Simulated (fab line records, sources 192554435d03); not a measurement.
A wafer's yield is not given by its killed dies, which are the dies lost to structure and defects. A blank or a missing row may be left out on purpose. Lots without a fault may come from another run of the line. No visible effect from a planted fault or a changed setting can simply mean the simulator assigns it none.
Which tool was responsible?    flow n5 finfet    Sampling: 14 lots, 41 wafers, 2 of 1938 route steps

WHAT EACH GAUGE READ, for each wafer
N5_BEOL_M6_INSPECT_13: inspects for defects (brightfield).
lot   measured      on                 raw defect count
L394  day 8 14:41   defect inspect-02  291 216 322
L395  day 9 07:23   defect inspect-01  352 348 326
L397  day 9 12:01   defect inspect-01  593 402 419
L399  day 10 00:50  defect inspect-02  435 357 415
L402  day 10 14:17  defect inspect-02  383 390 343
L401  day 10 14:31  defect inspect-01  302 417 305
L408  day 12 09:50  defect inspect-02  366 533 417
L409  day 12 18:39  defect inspect-01  524 535 517
L411  day 13 04:33  defect inspect-01  354 313 334
L413  day 13 16:36  defect inspect-02  466 498
L414  day 14 08:25  defect inspect-01  589 598 790
L415  day 14 10:38  defect inspect-01  482 561 542
L416  day 14 12:46  defect inspect-01  633 430 472
L417  day 14 15:14  defect inspect-01  428 442 485

TOOL THAT RAN EACH LOT (tool first, then ch and the chambers of the sampled wafers, then the start)
lot   N5_BEOL_M6_CURE_74
L394  uv cure-03 ch 2, day 8 13:25
L395  uv cure-01 ch 2, day 9 04:47
L397  uv cure-02 ch 1, day 9 07:54
L399  uv cure-03 ch 1, day 9 22:20
L402  uv cure-03 ch 1, day 10 12:13
L401  uv cure-01 ch 2, day 10 13:07
L408  uv cure-03 ch 0, day 12 08:02
L409  uv cure-02 ch 0, day 12 15:59
L411  uv cure-01 ch 2, day 13 01:56
L413  uv cure-01 ch 2, day 13 14:35
L414  uv cure-01 ch 0, day 14 05:41
L415  uv cure-03 ch 1, day 14 08:56
L416  uv cure-02 ch 2, day 14 09:35
L417  uv cure-03 ch 0, day 14 13:44
- N5_BEOL_M6_CURE_74: cures SiCOH lowk, time 240 s.

WHAT THE TOOLS THEMSELVES READ (means of the sampled wafers that have a number; where no wafer has one, the mark that the record gives instead)
N5_BEOL_M6_CURE_74.
lot   tool        lamp power pct (%)  wafer_temp_C_max
L394  uv cure-03  52.29               386.7
L395  uv cure-01  52.28               386.5
L397  uv cure-02  52.32               385.6
L399  uv cure-03  52.34               386.9
L402  uv cure-03  52.26               387.4
L401  uv cure-01  52.28               386.4
L408  uv cure-03  52.34               386.4
L409  uv cure-02  52.30               387.0
L411  uv cure-01  52.32               386.4
L413  uv cure-01  52.30               386.2
L414  uv cure-01  52.31               386.8
L415  uv cure-03  52.33               387.1
L416  uv cure-02  52.28               386.2
L417  uv cure-03  52.24               386.7

THE ANSWER, worked out from the rows above alone
Rule: the lots themselves supply what counts as usual. The widest of any qualifying gaps counts: lots, ordered by their means at a reading, are off when they make up no more than a third of the lots, leave a main group of 4 or more, and stand apart from it by 3 or more times the standard deviation of that group's means. Not used: any main group whose means are identical at the precision the tables above print for the reading. A lot without any number at a reading at which 4 lots or more have one is off too. Any other lot the step has rows for is counted as sound. After the gauges, taken in route order, come the tools' own readings; for these a lot's mean is taken, as printed above. At the first step where some lot is off, the reading lying furthest off is the one used; lots without a number count as furthest.
Across all readings shown, no lot is off: no conclusion can be drawn from this.

WHAT THE SIMULATOR HAD INSERTED
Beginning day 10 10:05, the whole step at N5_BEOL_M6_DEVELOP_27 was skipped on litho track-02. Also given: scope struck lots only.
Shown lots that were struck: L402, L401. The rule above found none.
